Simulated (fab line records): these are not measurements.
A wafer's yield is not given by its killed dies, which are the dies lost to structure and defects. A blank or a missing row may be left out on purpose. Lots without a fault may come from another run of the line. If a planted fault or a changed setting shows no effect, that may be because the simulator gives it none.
Problem report, 8D (eight disciplines) form, completed by code    flow n5 finfet    the parts of the form that need people (team, actions taken, sign-off) are left out

== 1. WHAT WENT WRONG ==
Wafers with no fault read 149.2 nm with a standard deviation of 3, whereas trench depth nm at N5_BEOL_M11_OCD_MEAS_38 reads a mean of 246.5 nm on 1 wafer of 1 lot. Measured from the usual mean, that is +32 standard deviations.
The first sign was on wafer L424.6 at day 13 03:01, on ocd-01. The record holds 18 wafers of 6 lots with a number at this step. By rule, "out" or "out of limits" means more than 4 standard deviations away from the usual mean. Any other wafer with a number is counted as sound.

== 2. WHAT IT IS, AND WHAT IT ISN'T ==
question                     is                 is not
which readings at this step  trench depth nm    -
which lots                   L424               L414, L429, L431, L433, L436
which wafers of those lots   L424.6             L424.3, L424.5
read on which gauges         ocd-01             -
when                         from day 13 03:01  up to then (5 sound wafers); but 12 sound wafers of L429, L431, L433, L436 came after

== 3. WHAT RULES OUT EACH SUSPECT ==
Counting: a tool at a process step up to the reading stays a suspect if it ran every lot that is out. Sound lots after the first of them don't rule it out here, since some wafers of a struck lot are sound.
- the gauge at N5_BEOL_M11_OCD_MEAS_38 has been ruled out. All the wafers that are out were read on ocd-01, but those of them that N5_BEOL_M11_THK_MEAS_53 has rows for are out there too, on other tools.
- rie diel-06 at N5_BEOL_M11_TRENCH_ETCH_37 (etches SiCOH lowk in C4F6/O2, target depth 148.83 nm, time 48 s): kept. It ran the lot that is out, L424 (day 13 02:50); its last sound lot up to then is L414 (day 10 17:41).
After counting, what remains is rie diel-06 at N5_BEOL_M11_TRENCH_ETCH_37.

== 4. THE CAUSE (what the simulator had put in) ==
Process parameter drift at N5_BEOL_M11_TRENCH_ETCH_37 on rie diel-06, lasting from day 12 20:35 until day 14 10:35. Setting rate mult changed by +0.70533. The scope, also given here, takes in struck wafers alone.
The count eliminated every tool but this one.

== 5. THE CHAIN OF EFFECTS, in route order ==
Each row: a reading where the mean over the struck wafers with a number is more than 3 standard deviations away from the usual. Readings are gone through only where the record gives a usual standard deviation; hours: the median, over the lots, of the time from a lot's start at the first step in this table giving one to that lot's start at this step; sigmas: the change measured in usual standard deviations.
hours  step                     reading               usual         on struck wafers  change  sigmas
0      N5_BEOL_M11_OCD_MEAS_38  trench depth nm       149.2 nm      246.5             +97.3   +32
2      N5_BEOL_M11_THK_MEAS_53  M11_THK               142 nm        244               +102    +30
2      N5_BEOL_M11_RS_MEAS_57   M11_RS                0.151 ohm/sq  0.085             -0.066  -17
31     N5_BEOL_M15_RC_MEAS_101  SERP_M11              3.05 ohm/um   1.72              -1.33   -14
31     N5_BEOL_M15_RC_MEAS_101  SERP_M11_max_site     3.16 ohm/um   1.77              -1.39   -14
45     N5_PASSIVATION_PROBE_49  defect limited yield  91.3 %        60.6              -30.7   -18
45     N5_PASSIVATION_PROBE_49  killed_at_M4_up       14            394               +380    +69
45     N5_PASSIVATION_PROBE_49  killed dies           103           465               +362    +18
45     N5_PASSIVATION_PROBE_49  killed on rim         14            35                +21     +4.9
45     N5_PASSIVATION_PROBE_49  sort n pass           1077          715               -362    -18
45     N5_PASSIVATION_PROBE_49  sort yield pct        91.3 %        60.6              -30.7   -18
Here are the process steps it includes:
- N5_PASSIVATION_PROBE_49

== 6. WHAT WOULD HAVE CAUGHT IT SOONER ==
Counted from the fault's start at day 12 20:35, it took 6 hours until the first out-of-limits reading at a measuring or inspecting step in this record, taken at day 13 03:01.
Tool readings at N5_BEOL_M11_TRENCH_ETCH_37 with a usual standard deviation given in the record: none out on any struck wafer, hence no alarm at a limit of 4 standard deviations on them.
The start of N5_BEOL_M11_TRENCH_ETCH_37 on rie diel-06 came by day 13 03:01 for every one of the lots that are out (1). Had the tool been put on hold then, not one of them would have been saved.
